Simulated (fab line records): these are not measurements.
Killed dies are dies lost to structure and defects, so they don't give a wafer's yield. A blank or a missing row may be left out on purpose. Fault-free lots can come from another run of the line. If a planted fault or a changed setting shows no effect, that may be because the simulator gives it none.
Which tool did it?	flow n5 finfet	10 lots, 30 wafers sampled, at 5 steps of a route of 1938

WHAT EACH GAUGE READ, for each wafer
N5_BEOL_M4_RC_MEAS_101.
lot	measured	on	CJ_N	DIBL_N (mV/V)	DIBL_P (mV/V)	IOFF_N (nA/um)	IOFF_P (nA/um)	ION_N (uA/um)	ION_P (uA/um)	SS_N (mV/dec)	SS_P (mV/dec)	VT_N (mV)	VT_P (mV)
L712	day 10 20:59	prober-02	4.17 4.23 4.22	35.1 39.1 37.9	34 39 37	0.13 0.20 0.18	0.21 0.28 0.25	659 675 673	461 466 465	70.7 72.3 71.7	72.9 73.6 73.7	250 248 248	-249 -246 -245
L714	day 12 02:29	prober-01	4.41 4.30 4.38	36.3 33.2 36.7	33 30 35	0.14 0.10 0.14	0.18 0.15 0.21	650 672 682	449 459 470	71.9 71.6 72.0	72.9 72.3 73.0	254 255 253	-250 -253 -250
L715	day 11 20:04	prober-01	4.33 4.33 4.34	39.1 38.2 36.7	42 40 39	0.22 0.20 0.19	0.29 0.26 0.26	686 679 695	468 465 481	72.3 72.0 71.3	74.4 73.7 73.7	246 248 244	-246 -246 -246
L716	day 12 16:52	prober-02	4.14 4.23 4.16	35.8 34.3 34.7	36 34 35	0.15 0.13 0.14	0.20 0.17 0.19	674 669 677	458 461 460	71.7 71.1 70.5	72.9 72.6 72.1	249 249 249	-251 -252 -251
L718	day 12 13:42	prober-02	4.25 4.35 4.43	35.9 31.9 35.3	36 31 34	0.16 0.10 0.16	0.18 0.13 0.17	671 663 670	449 451 453	71.5 69.7 70.8	74.0 72.0 72.7	248 252 246	-250 -256 -255
L721	day 14 01:37	prober-01	4.34 4.37 3.95	31.5 30.9 30.2	30 30 29	0.09 0.09 0.09	0.14 0.14 0.13	645 657 654	446 456 456	70.8 69.4 69.7	72.5 71.8 71.4	257 254 256	-254 -252 -254
L729	day 15 19:12	prober-01	4.33 4.35 4.40	34.4 35.0 35.4	36 37 37	0.14 0.14 0.15	0.16 0.19 0.19	672 678 676	458 466 465	71.9 72.0 72.3	72.9 73.1 73.5	251 254 251	-255 -256 -253
L730	day 15 19:40	prober-02	4.32 4.24 4.24	36.0 34.3 38.8	35 33 39	0.16 0.15 0.24	0.22 0.20 0.29	669 670 688	460 459 464	71.3 71.2 72.0	72.8 72.3 73.4	248 248 243	-247 -248 -247
L731	day 17 04:29	prober-01	4.18 4.47 4.48	35.1 36.6 35.3	37 38 37	0.15 0.19 0.15	0.23 0.23 0.21	659 682 665	460 457 454	71.3 72.4 71.9	73.8 73.2 73.4	250 248 252	-250 -250 -250
L735	day 17 10:15	prober-01	4.29 4.28 4.37	37.5 40.1 37.4	39 42 38	0.20 0.24 0.19	0.25 0.29 0.24	683 679 681	463 461 466	72.7 72.7 72.0	73.3 74.2 73.7	246 246 247	-248 -248 -247

N5_BEOL_M5_THK_MEAS_01.
lot	measured	on	M5_ILD_THK (nm)
L712	day 10 23:01	film metro-01	124.3 125.1 125.5
L714	day 12 03:52	film metro-02	123.8 121.3 126.6
L715	day 11 21:28	film metro-02	124.3 122.5 123.6
L716	day 12 18:16	film metro-02	120.8 123.6 123.4
L718	day 12 15:35	film metro-01	120.2 122.4 121.5
L721	day 14 03:29	film metro-01	120.6 121.2 123.1
L729	day 16 01:09	film metro-01	121.4 123.1 122.2
L730	day 16 02:43	film metro-01	121.6 119.9 124.1
L731	day 17 06:01	film metro-01	119.3 119.8 122.5
L735	day 17 11:23	film metro-02	124.6 122.6 122.0

WHAT TOOL EACH LOT RAN ON (gives the tool, then ch and the chambers of the sampled wafers, and finally the start)
lot	N5_ZERO_LAYER_PECVD_02	N5_BEOL_M4_SPUTTER_92	N5_BEOL_M5_CURE_79
L712	pecvd-02 ch 0,1,2, day 1 12:18	pvd sputter-01, day 10 19:12	uv cure-03 ch 2, day 10 22:00
L714	pecvd-04 ch 0,1, day 2 00:18	pvd sputter-03, day 12 00:47	uv cure-03 ch 1, day 12 03:26
L715	pecvd-04 ch 1,2, day 2 06:17	pvd sputter-03, day 11 18:23	uv cure-02 ch 1, day 11 21:02
L716	pecvd-04 ch 1,2, day 2 12:30	pvd sputter-02, day 12 15:10	uv cure-02 ch 2, day 12 17:50
L718	pecvd-01 ch 0,2, day 3 00:28	pvd sputter-03, day 12 11:59	uv cure-03 ch 1, day 12 14:46
L721	pecvd-04 ch 0,1,2, day 3 18:17	pvd sputter-01, day 13 23:55	uv cure-01 ch 0, day 14 02:38
L729	pecvd-02 ch 1,2, day 5 18:17	pvd sputter-02, day 15 17:17	uv cure-02 ch 2, day 16 00:29
L730	pecvd-01 ch 1,2, day 6 00:17	pvd sputter-03, day 15 17:49	uv cure-02 ch 0, day 16 01:53
L731	pecvd-02 ch 0,1,2, day 6 06:28	pvd sputter-02, day 17 02:47	uv cure-03 ch 2, day 17 05:34
L735	pecvd-04 ch 0,1,2, day 7 06:19	pvd sputter-03, day 17 08:08	uv cure-02 ch 2, day 17 11:06
- N5_ZERO_LAYER_PECVD_02: deposits SiO2 from SiH4/N2O, target thk 10 nm, time 6 s.
- N5_BEOL_M4_SPUTTER_92: material Cu, target thk 4.5 nm, time 8.29 s.
- N5_BEOL_M5_CURE_79: cures SiCOH lowk, time 240 s.

AS READ BY THE TOOLS THEMSELVES (means over the sampled wafers that have a number; for cases with no such wafer, the mark the record gives instead)
N5_ZERO_LAYER_PECVD_02.
lot	tool	heater power w (W)	showerhead plenum p Torr (Torr)
L712	pecvd-02	853	8.12
L714	pecvd-04	805	8.23
L715	pecvd-04	861	8.17
L716	pecvd-04	865	8.11
L718	pecvd-01	782	8.05
L721	pecvd-04	810	8.17
L729	pecvd-02	838	8.15
L730	pecvd-01	861	8.20
L731	pecvd-02	807	8.10
L735	pecvd-04	801	8.18

N5_BEOL_M4_SPUTTER_92.
lot	tool	chuck sensor temp C (C)	throttle valve pct (%)
L712	pvd sputter-01	-16.1	30.0
L714	pvd sputter-03	-16.7	30.7
L715	pvd sputter-03	-16.2	29.4
L716	pvd sputter-02	-15.8	29.8
L718	pvd sputter-03	-16.8	30.8
L721	pvd sputter-01	-15.9	29.7
L729	pvd sputter-02	-15.7	30.2
L730	pvd sputter-03	-16.3	30.4
L731	pvd sputter-02	-15.8	30.0
L735	pvd sputter-03	-16.0	30.5

N5_BEOL_M5_CURE_79.
lot	tool	lamp power pct (%)	wafer_temp_C_max
L712	uv cure-03	52.37	386.6
L714	uv cure-03	52.29	386.9
L715	uv cure-02	52.34	386.9
L716	uv cure-02	52.33	386.8
L718	uv cure-03	52.31	386.3
L721	uv cure-01	52.34	386.8
L729	uv cure-02	52.32	387.4
L730	uv cure-02	52.38	387.2
L731	uv cure-03	52.30	386.1
L735	uv cure-02	52.31	386.7

THE ANSWER, worked out from the rows above alone
Rule: usual is defined by the lots themselves. Put in order of their means at a reading, lots are off if they are a third of the lots or fewer, leave a main group of 4 or more, and stand apart from it by a gap of 3 or more times the standard deviation of the main group's means; of several such gaps the widest counts. Not used: any main group whose means are identical at the precision the tables above print for the reading. A lot without any number at a reading at which 4 lots or more have one is off too. The other lots that the step has rows for count as sound. After the gauges, taken in route order, come the tools' own readings; for these a lot's mean is taken, as printed above. At the first step where some lot is off, the reading lying furthest off is the one used; lots without a number count as furthest.
No lot is off at any reading shown: from this, nothing can be told.

WHAT THE SIMULATOR HAD INSERTED
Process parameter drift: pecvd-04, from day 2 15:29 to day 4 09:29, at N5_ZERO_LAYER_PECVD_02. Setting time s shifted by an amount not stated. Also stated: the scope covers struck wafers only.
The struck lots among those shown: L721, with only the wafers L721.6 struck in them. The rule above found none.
